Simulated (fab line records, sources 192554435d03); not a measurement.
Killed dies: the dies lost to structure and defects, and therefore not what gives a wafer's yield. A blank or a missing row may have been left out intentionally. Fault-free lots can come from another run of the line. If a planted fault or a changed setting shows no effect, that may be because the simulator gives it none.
Matching of chambers    flow n5 finfet    3 sister chambers for N5_BEOL_M6_ILD_DEP_00 on pecvd-02
The step deposits SiCOH lowk from DEMS/porogen, target thk 179.75 nm, time 33.4 s. 14 wafers are shown with their chamber, then 7 later ones without.

WAFERS, EACH WITH ITS CHAMBER
wafer   chamber  throttle valve pct (%)  showerhead plenum p Torr (Torr)  heater power w (W)
L425.3  0        15.4                    5.757                            290
L425.4  0        15.4                    5.761                            297
L425.5  2        13.1                    5.735                            327
L426.2  2        13.2                    5.745                            299
L426.3  0        15.4                    5.750                            302
L426.5  0        15.3                    5.755                            305
L430.1  1        14.2                    5.735                            293
L430.2  0        15.5                    5.763                            295
L430.6  2        13.2                    5.754                            316
L436.1  1        14.4                    5.734                            252
L436.4  0        15.5                    5.738                            298
L436.5  2        13.1                    5.750                            306
L445.1  0        15.6                    5.764                            306
L445.5  2        13.4                    5.744                            346

SIGNATURES (means of the wafers above)
reading                   chamber 0  chamber 1  chamber 2  scatter within a chamber
throttle valve pct        15.443     14.300     13.200     0.112
showerhead plenum p Torr  5.75543    5.73450    5.74560    0.008
heater power w            299.00     272.50     318.80     14.8
Rule: a wafer's distance from a chamber is the root of the sum, over the readings, of the square of ((its reading less the chamber's mean) divided by the reading's scatter). The wafer belongs to the nearest chamber; if the next one is less than 2 further off, it can't be placed. How the scatter is found: for the shown wafers, subtract from each reading the mean of its chamber, square and add these, divide the total by (wafers less chambers), then take the root.

WAFERS WITHOUT THEIR CHAMBER
wafer   throttle valve pct (%)  showerhead plenum p Torr (Torr)  heater power w (W)
L445.6  14.3                    5.728                            303
L447.1  14.3                    5.756                            269
L447.2  15.8                    5.754                            296
L447.6  14.3                    5.738                            267
L448.2  15.6                    5.747                            257
L448.3  14.7                    5.745                            317
L448.5  15.6                    5.756                            267

THE CHAMBER EACH PASSED THROUGH
wafer   from the rows above  in truth
L445.6  1                    1
L447.1  1                    1
L447.2  0                    0
L447.6  1                    1
L448.2  0                    0
L448.3  1                    1
L448.5  0                    0
Correctly placed: 7 of 7. Left unplaced by these rows: 0. Placed wrongly: 0.
